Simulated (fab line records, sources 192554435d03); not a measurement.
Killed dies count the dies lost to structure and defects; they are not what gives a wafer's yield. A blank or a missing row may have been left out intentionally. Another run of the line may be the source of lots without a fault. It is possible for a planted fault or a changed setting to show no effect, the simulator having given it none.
A lot that was struck, set against a sound lot	flow n5-finfet	37 steps out of a route of 1938
Sound: these wafers, L436.2, L436.3, L436.6. Struck: wafer L432.3 (left out: L432.5, a lot-mate that was not struck); the cause follows at the end.
At each step with rows: each side's tool, then ch and its chambers, then its first start. Under that, the readings that differ: sound wafers	struck wafers	difference of the means	sigmas: that difference in standard deviations of wafers without a fault.
alike: readings whose means differ by less than 2 such deviations, and words and numbers that are the same on both sides. not compared: withheld readings, readings that some wafer has no value for, bounds like >300 that may hide the same value, and numbers for which the record gives no deviation and whose values overlap.
A row with sigmas, a row that says differs or no value, or rows on one side alone: a step with any of these is where the two part. When numbers do not overlap yet have no deviation, they are printed without sigmas and do not part them. A reading that every wafer of one side lacks parts them only if that side has two wafers or more.

first, 9 steps without rows for these wafers: N5_MOL_CONTACT_COAG_COAT_78 (resist thk 40 nm); N5_MOL_CONTACT_COAG_EBR_80; N5_MOL_CONTACT_COAG_SOFTBAKE_79 (time 60 s); N5_MOL_CONTACT_COAG_EXPOSE_81 (exposes mask VG, defocus 0 nm); N5_MOL_CONTACT_COAG_PEB_82 (peb time 60 s); N5_MOL_CONTACT_COAG_DEVELOP_83 (develop time 30 s); N5_MOL_CONTACT_COAG_DESCUM_88 (chemistry O2, time 7 s); N5_MOL_CONTACT_COAG_ETCH_89 (etches underlayer in N2/H2, target depth 13 nm, time 10.4 s); N5_MOL_CONTACT_COAG_ETCH_90 (etches SiARC in CF4, target depth 13 nm, time 21.7 s).
N5_MOL_CONTACT_COAG_ALD_131: deposits SiO2, target thk 5 nm, pulse time 1 s, co reactant pulse time 1 s.
  sound on ald-sin-01 ch 2,3, day 8 22:45; struck on ald-sin-03 ch 3, day 7 22:27
reading	sound	struck	difference	sigmas
ald-cycles	35 35 35	24	-11	
model.SiO2_of_MOL_CONTACT_COAG_ALD_131.thk-nm (nm)	5 5 5	3.4	-1.6	
  alike: chamber-pressure-Torr, heater-power-outer-w, heater-power-w, precursor-pulse-height-rel
  not compared: since-wet-clean-h, susceptor-temp-C
then, 25 steps without rows for these wafers: N5_MOL_CONTACT_COAG_ETCHBACK_132 (etches SiO2 in CHF3, target depth 10 nm, time 6.7 s); N5_MOL_CONTACT_COAG_ETCH_91 (etches SOC in N2/H2, target depth 60 nm, overetch 21 nm, time 101.2 s); N5_MOL_CONTACT_COAG_STRIP_92 (strips in N2/H2); N5_MOL_CONTACT_COAG_STRIP_93 (strips in N2/H2); N5_MOL_CONTACT_COAG_ETCHBACK_135 (etches SiO2 in CHF3, target depth 25 nm, time 16.7 s); N5_MOL_CONTACT_COAG_STRIP_118 (strips in CHF3); N5_MOL_CONTACT_COAG_VIA_ETCH_46 (etches SiO2 in C4F6/O2, target depth 46 nm, overetch 9.2 nm, time 40 s); N5_MOL_CONTACT_COAG_STRIP_96 (strips in N2/H2); N5_MOL_CONTACT_COAG_ETCH_47 (etches SiNx in CH3F/O2, stops on W, target depth 27 nm); N5_MOL_CONTACT_COAG_STRIP_119 (strips in N2/H2, time 30 s); N5_MOL_CONTACT_COAG_PRECLEAN_144 (cleans in alkaline clean, time 60 s); N5_MOL_CONTACT_COAG_SRD_145 (time 30 s); N5_MOL_CONTACT_COAG_COAT_62 (time 60 s, resist thk 60 nm); N5_MOL_CONTACT_COAG_COAT_63 (time 60 s, resist thk 10 nm); N5_MOL_CONTACT_COAG_COAT_64 (time 60 s, resist thk 10 nm); N5_MOL_CONTACT_COAG_COAT_34 (resist thk 40 nm); N5_MOL_CONTACT_COAG_EBR_36; N5_MOL_CONTACT_COAG_SOFTBAKE_35 (time 60 s); N5_MOL_CONTACT_COAG_EXPOSE_37 (exposes mask VD, defocus 0 nm); N5_MOL_CONTACT_COAG_PEB_38 (peb time 60 s); N5_MOL_CONTACT_COAG_DEVELOP_39 (develop time 30 s); N5_MOL_CONTACT_COAG_DESCUM_45 (chemistry O2, time 7 s); N5_MOL_CONTACT_COAG_ETCH_65 (etches underlayer in N2/H2, target depth 13 nm, time 10.4 s); N5_MOL_CONTACT_COAG_ETCH_66 (etches SiARC in CF4, target depth 13 nm, time 21.7 s); N5_MOL_CONTACT_COAG_ALD_133 (deposits SiO2, target thk 5 nm, pulse time 1 s, co reactant pulse time 1 s).
N5_BEOL_M4_RC_MEAS_101:
  the record has rows for the sound wafers here (prober-01 ch 0, day 12 12:50) and none for the struck ones
-- a jump in the record: the struck wafers' starts before and after are 7 days apart (it breaks off in module BEOL_M4 and resumes in module PASSIVATION, where the first step shown is number 1936 of the route) --
N5_PASSIVATION_PROBE_49:
  struck on prober-01, day 15 07:43; sound on prober-01, day 16 17:59
reading	sound	struck	difference	sigmas
defect-limited-yield (%)	89.9 92.5 93.1	21.9	-69.9	-50
killed_at_M4_up	14 13 10	25	+13	+3
killed-at-contacts	26 12 16	826	+808	+99 or more
killed-dies	119 89 81	922	+826	+52
killed-on-rim	13 16 8	121	+109	+26
sort-n-pass	1061 1091 1099	258	-826	-36
sort-yield-pct (%)	89.9 92.5 93.1	21.9	-69.9	-37
  alike: killed_at_M0_to_M3, killed-at-front-end, killed-at-other, killed-open, killed-short, sort_bin_5_function, sort_bin_6_memory

## WHERE THEY PART
At N5_BEOL_M4_RC_MEAS_101 first; at N5_PASSIVATION_PROBE_49 last (within this record only).

WHY: what the simulator had put in
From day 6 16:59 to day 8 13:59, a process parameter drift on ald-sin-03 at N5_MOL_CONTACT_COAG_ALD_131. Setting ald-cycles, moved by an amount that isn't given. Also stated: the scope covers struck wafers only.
